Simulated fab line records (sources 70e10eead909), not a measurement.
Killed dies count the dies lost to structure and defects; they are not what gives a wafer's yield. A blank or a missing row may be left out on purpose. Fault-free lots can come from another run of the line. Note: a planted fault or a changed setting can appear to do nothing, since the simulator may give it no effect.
Chamber matching :: flow nandHarc :: rieDiel-06 running NHARC_A_STAIRCASE_TRIM_196: 4 sister chambers
The step chemistry O2, time 211.2 s. 20 wafers are shown with their chamber, then 10 later ones without.

== WAFERS WITH THEIR CHAMBER ==
wafer: L076.1
chamber: 1
showerheadPlenumPTorr (Torr): 3.52
drypumpMotorCurrentA (A): 5.8
oesProductAu (a.u.): 0.997

wafer: L076.2
chamber: 2
showerheadPlenumPTorr (Torr): 3.44
drypumpMotorCurrentA (A): 5.4
oesProductAu (a.u.): 0.993

wafer: L076.5
chamber: 2
showerheadPlenumPTorr (Torr): 3.44
drypumpMotorCurrentA (A): 5.5
oesProductAu (a.u.): 0.978

wafer: L075.2
chamber: 0
showerheadPlenumPTorr (Torr): 3.60
drypumpMotorCurrentA (A): 6.2
oesProductAu (a.u.): 1.008

wafer: L075.5
chamber: 2
showerheadPlenumPTorr (Torr): 3.44
drypumpMotorCurrentA (A): 5.5
oesProductAu (a.u.): 0.985

wafer: L075.6
chamber: 3
showerheadPlenumPTorr (Torr): 3.61
drypumpMotorCurrentA (A): 6.2
oesProductAu (a.u.): 1.005

wafer: L074.1
chamber: 2
showerheadPlenumPTorr (Torr): 3.44
drypumpMotorCurrentA (A): 5.5
oesProductAu (a.u.): 0.992

wafer: L074.3
chamber: 0
showerheadPlenumPTorr (Torr): 3.60
drypumpMotorCurrentA (A): 6.2
oesProductAu (a.u.): 1.008

wafer: L074.4
chamber: 1
showerheadPlenumPTorr (Torr): 3.52
drypumpMotorCurrentA (A): 5.8
oesProductAu (a.u.): 0.988

wafer: L077.1
chamber: 0
showerheadPlenumPTorr (Torr): 3.60
drypumpMotorCurrentA (A): 6.2
oesProductAu (a.u.): 1.013

wafer: L077.5
chamber: 1
showerheadPlenumPTorr (Torr): 3.52
drypumpMotorCurrentA (A): 5.7
oesProductAu (a.u.): 0.994

wafer: L077.6
chamber: 2
showerheadPlenumPTorr (Torr): 3.44
drypumpMotorCurrentA (A): 5.4
oesProductAu (a.u.): 0.993

wafer: L081.1
chamber: 3
showerheadPlenumPTorr (Torr): 3.60
drypumpMotorCurrentA (A): 6.1
oesProductAu (a.u.): 1.000

wafer: L081.2
chamber: 0
showerheadPlenumPTorr (Torr): 3.60
drypumpMotorCurrentA (A): 6.2
oesProductAu (a.u.): 1.019

wafer: L081.4
chamber: 2
showerheadPlenumPTorr (Torr): 3.44
drypumpMotorCurrentA (A): 5.4
oesProductAu (a.u.): 0.993

wafer: L085.2
chamber: 1
showerheadPlenumPTorr (Torr): 3.51
drypumpMotorCurrentA (A): 5.7
oesProductAu (a.u.): 0.992

wafer: L085.3
chamber: 3
showerheadPlenumPTorr (Torr): 3.60
drypumpMotorCurrentA (A): 6.1
oesProductAu (a.u.): 1.008

wafer: L085.6
chamber: 0
showerheadPlenumPTorr (Torr): 3.59
drypumpMotorCurrentA (A): 6.2
oesProductAu (a.u.): 0.997

wafer: L087.2
chamber: 3
showerheadPlenumPTorr (Torr): 3.59
drypumpMotorCurrentA (A): 6.2
oesProductAu (a.u.): 0.992

wafer: L087.4
chamber: 1
showerheadPlenumPTorr (Torr): 3.51
drypumpMotorCurrentA (A): 5.8
oesProductAu (a.u.): 0.995

SIGNATURES (averages over the wafers above)
reading: showerheadPlenumPTorr
chamber 0: 3.5980
chamber 1: 3.5160
chamber 2: 3.4400
chamber 3: 3.6000
scatter within a chamber: 0.005

reading: drypumpMotorCurrentA
chamber 0: 6.200
chamber 1: 5.760
chamber 2: 5.450
chamber 3: 6.150
scatter within a chamber: 0.0481

reading: oesProductAu
chamber 0: 1.00900
chamber 1: 0.99320
chamber 2: 0.98900
chamber 3: 1.00125
scatter within a chamber: 0.00637
Rule: a wafer's distance from a chamber is the root of the sum, over the readings, of the square of ((its reading less the chamber's mean) divided by the reading's scatter). The wafer belongs to the nearest chamber; if the next one is less than 2 further off, it can't be placed. The scatter is the square root of a quotient: the sum, over the shown wafers, of each reading's squared deviation from its chamber's mean, divided by wafers minus chambers.

== WAFERS WITH NO CHAMBER GIVEN ==
wafer: L087.5
showerheadPlenumPTorr (Torr): 3.51
drypumpMotorCurrentA (A): 5.8
oesProductAu (a.u.): 1.001

wafer: L090.1
showerheadPlenumPTorr (Torr): 3.50
drypumpMotorCurrentA (A): 5.8
oesProductAu (a.u.): 0.990

wafer: L090.3
showerheadPlenumPTorr (Torr): 3.43
drypumpMotorCurrentA (A): 5.4
oesProductAu (a.u.): 0.992

wafer: L090.6
showerheadPlenumPTorr (Torr): 3.59
drypumpMotorCurrentA (A): 6.1
oesProductAu (a.u.): 1.013

wafer: L093.1
showerheadPlenumPTorr (Torr): 3.58
drypumpMotorCurrentA (A): 6.2
oesProductAu (a.u.): 0.999

wafer: L093.3
showerheadPlenumPTorr (Torr): 3.50
drypumpMotorCurrentA (A): 5.8
oesProductAu (a.u.): 0.999

wafer: L093.5
showerheadPlenumPTorr (Torr): 3.42
drypumpMotorCurrentA (A): 5.5
oesProductAu (a.u.): 0.996

wafer: L095.1
showerheadPlenumPTorr (Torr): 3.50
drypumpMotorCurrentA (A): 5.8
oesProductAu (a.u.): 1.002

wafer: L095.2
showerheadPlenumPTorr (Torr): 3.58
drypumpMotorCurrentA (A): 6.2
oesProductAu (a.u.): 1.003

wafer: L095.6
showerheadPlenumPTorr (Torr): 3.42
drypumpMotorCurrentA (A): 5.4
oesProductAu (a.u.): 0.992

== WHICH CHAMBER EACH WENT THROUGH ==
wafer: L087.5
from the rows above: 1
in truth: 1

wafer: L090.1
from the rows above: 1
in truth: 1

wafer: L090.3
from the rows above: 2
in truth: 2

wafer: L090.6
from the rows above: can't be placed: 0 or 3
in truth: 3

wafer: L093.1
from the rows above: can't be placed: 0 or 3
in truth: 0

wafer: L093.3
from the rows above: 1
in truth: 1

wafer: L093.5
from the rows above: 2
in truth: 2

wafer: L095.1
from the rows above: 1
in truth: 1

wafer: L095.2
from the rows above: can't be placed: 0 or 3
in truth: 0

wafer: L095.6
from the rows above: 2
in truth: 2
Correct placement for 7 of the 10. Cannot be placed on the basis of these rows: 3; the candidates contain the true chamber in 3. Placed wrongly: 0.
